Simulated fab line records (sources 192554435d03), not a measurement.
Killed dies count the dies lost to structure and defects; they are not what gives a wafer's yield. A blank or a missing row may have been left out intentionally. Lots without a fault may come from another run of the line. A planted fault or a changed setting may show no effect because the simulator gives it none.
Which tool was responsible?	flow n5 finfet	24 lots (72 wafers sampled), 1 step of a 1938-step route

WHAT EACH GAUGE READ, for each wafer
N5_BEOL_M1_INSPECT_30: inspects for defects (brightfield). Usual: raw defect count at 440, with a standard deviation of 97.
lot	measured	on	raw defect count	flag
L074	day 6 06:40	defect inspect-01	523 356 334	
L075	day 6 13:58	defect inspect-02	490 493 402	
L076	day 6 14:15	defect inspect-01	424 483 468	
L077	day 7 01:58	defect inspect-01	441 462 489	
L078	day 7 07:55	defect inspect-01	369 583 360	
L079	day 7 16:21	defect inspect-02	315 362 371	
L080	day 7 22:18	defect inspect-02	458 389 358	
L081	day 8 01:38	defect inspect-01	480 420 439	
L082	day 8 04:44	defect inspect-02	436 393 395	
L083	day 8 08:41	defect inspect-01	727 486 427	
L084	day 8 22:56	defect inspect-02	419 429 408	
L085	day 9 05:02	defect inspect-02	320 288 301	
L087	day 9 11:48	defect inspect-02	588 372 573	
L086	day 9 11:59	defect inspect-02	398 617 490	
L088	day 9 12:02	defect inspect-02	506 395 428	
L089	day 10 03:47	defect inspect-02	481 412 366	
L090	day 10 04:55	defect inspect-01	398 438 473	
L091	day 10 12:53	defect inspect-02	444 784 627	
L092	day 10 18:43	defect inspect-01	405 383 488	
L093	day 10 21:34	defect inspect-02	675 437 412	
L094	day 11 10:20	defect inspect-01	541 432 446	
L095	day 11 15:03	defect inspect-02	284 236 264	
L097	day 11 20:16	defect inspect-02	360 353 359	
L096	day 11 20:32	defect inspect-02	290 321 500	

TOOL THAT RAN EACH LOT (tool first, then ch and the chambers of the sampled wafers, then the start)
The record holds no process step before these readings.

AS READ BY THE TOOLS THEMSELVES (means over the sampled wafers that have a number; for cases with no such wafer, the mark the record gives instead)
The record holds no such reading with a usual standard deviation.

THE ANSWER, worked out from the rows above alone
Rule: take the mean of a lot's wafers that have a number; if it is more than 3 standard deviations from the usual mean, the lot is off. Also off: a lot with no number at a reading for which 4 or more lots have one. Where the step has rows for the other lots, those lots are counted as sound. After the gauges, taken in route order, come the tools' own readings; for these a lot's mean is taken, as printed above. The first step at which some lot is off is used, and at that step the reading that is off furthest; a lot without a number counts as furthest.
No lot is off at any reading shown: from this, nothing can be told.

WHAT THE SIMULATOR PUT IN
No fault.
